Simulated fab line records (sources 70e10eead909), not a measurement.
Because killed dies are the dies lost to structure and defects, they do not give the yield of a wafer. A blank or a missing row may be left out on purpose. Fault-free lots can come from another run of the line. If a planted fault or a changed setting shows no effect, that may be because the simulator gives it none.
Struck lot and sound lot, side by side + flow nand_harc + 15 out of 1159 route steps
Sound: the wafers L464.1, L464.3, L464.5. Struck: wafer L475.6 (left out: L475.3, L475.5 of the same lot, which were not struck); the cause appears at the end.
Each step with rows lists, per side, the tool, then ch with its chambers, then its first start. Under that, the readings that differ: sound wafers + struck wafers + difference of the means + sigmas: that difference in standard deviations of wafers without a fault.
alike: readings whose means differ by less than 2 such deviations, and words and numbers that are the same on both sides. not compared: withheld readings, readings that some wafer has no value for, bounds like >300 that may hide the same value, and numbers for which the record gives no deviation and whose values overlap.
A row with sigmas, a row that says differs or no value, or rows on one side alone: a step with any of these is where the two part. Non-overlapping numbers with no deviation appear without sigmas and do not part them. A reading that every wafer of one side lacks parts them only if that side has two wafers or more.

first, 6 steps without rows for these wafers: NHARC_A_CONTACT_COAT_63 (resist thk 90 nm); NHARC_A_CONTACT_SOFTBAKE_64 (time 55 s); NHARC_A_CONTACT_EBR_65; NHARC_A_CONTACT_EXPOSE_66 (exposes mask A CC 2); NHARC_A_CONTACT_PEB_67 (peb time 65 s); NHARC_A_CONTACT_DEVELOP_68 (develop time 35 s).
NHARC_A_CONTACT_CD_MEAS_69: target cd 200 nm.
  sound on cd_sem-03 ch 0, day 16 19:41; struck on cd_sem-02 ch 0, day 19 08:41
  alike: cd_nm
NHARC_A_CONTACT_OVL_MEAS_70:
  struck on overlay-01, day 19 08:46; sound on overlay-01, day 16 19:46
  alike: overlay_x_nm, overlay_y_nm
NHARC_A_CONTACT_INSPECT_71:
  struck on defect_inspect-02, day 19 08:49; sound on defect_inspect-02, day 16 19:49
  alike: raw_defect_count
NHARC_A_CONTACT_DESCUM_74: chemistry O2, time 3 s.
  sound on rie_diel-08 ch 0,1,3, day 16 19:54; struck on rie_diel-03 ch 0, day 19 08:52
  alike: drypump_motor_current_A, oes_product_au, rf_vpp_V, showerhead_plenum_p_Torr, throttle_valve_pct
  not compared: rf_hours_counter_h
NHARC_A_CONTACT_ETCH_75: etches the open film in CF4, target depth 39 nm, time 65 s.
  sound on rie_diel-08 ch 0,1,2, day 16 19:59; struck on rie_diel-03 ch 2, day 19 08:57
  alike: drypump_motor_current_A, oes_product_au, rf_vpp_V, showerhead_plenum_p_Torr, throttle_valve_pct
  not compared: rf_hours_counter_h
NHARC_A_CONTACT_ETCH_76: etches the open film in N2/H2, target depth 260 nm, time 475.3 s.
  sound: rie_diel-08 ch 0,2,3; struck: rie_diel-03 ch 0
| reading                | sound                | struck | difference | sigmas |
|------------------------|----------------------|--------|------------|--------|
| throttle_valve_pct (%) | 14.175 14.185 14.177 | 14.154 | -0.025     | -3     |
  alike: drypump_motor_current_A, oes_product_au, rf_vpp_V, showerhead_plenum_p_Torr
  not compared: rf_hours_counter_h
NHARC_A_CONTACT_ETCH_77: etches the open film in CF4/CHF3, target depth 72.6 nm, time 36.3 s.
  sound on rie_diel-08 ch 0,3, day 16 20:25; struck on rie_diel-03 ch 1, day 19 09:25
| reading                         | sound             | struck | difference | sigmas |
|---------------------------------|-------------------|--------|------------|--------|
| oes_product_au (a.u.)           | 0.990 0.971 0.977 | 0.854  | -0.125     | -6     |
| rf_vpp_V (V)                    | 365.8 368.3 367.2 | 372.9  | +5.8       | +2     |
| showerhead_plenum_p_Torr (Torr) | 1.46 1.50 1.50    | 1.67   | +0.18      | +2     |
  alike: drypump_motor_current_A, throttle_valve_pct
  not compared: rf_hours_counter_h
NHARC_A_CONTACT_ETCH_78: etches the open film in O2/COS, target depth 2800 nm, time 728 s.
  sound: rie_diel-08 ch 0,2,3; struck: rie_diel-03 ch 0
  alike: drypump_motor_current_A, oes_product_au, rf_vpp_V, showerhead_plenum_p_Torr, throttle_valve_pct
  not compared: rf_hours_counter_h
then, 1 step without rows for these wafers: NHARC_END_SORT_01.

## WHERE THEY PART
First at NHARC_A_CONTACT_ETCH_76; last, within this record, at NHARC_A_CONTACT_ETCH_77. Later steps at which nothing parts them and some readings are alike: NHARC_A_CONTACT_ETCH_78.

WHY: whatever the simulator had introduced
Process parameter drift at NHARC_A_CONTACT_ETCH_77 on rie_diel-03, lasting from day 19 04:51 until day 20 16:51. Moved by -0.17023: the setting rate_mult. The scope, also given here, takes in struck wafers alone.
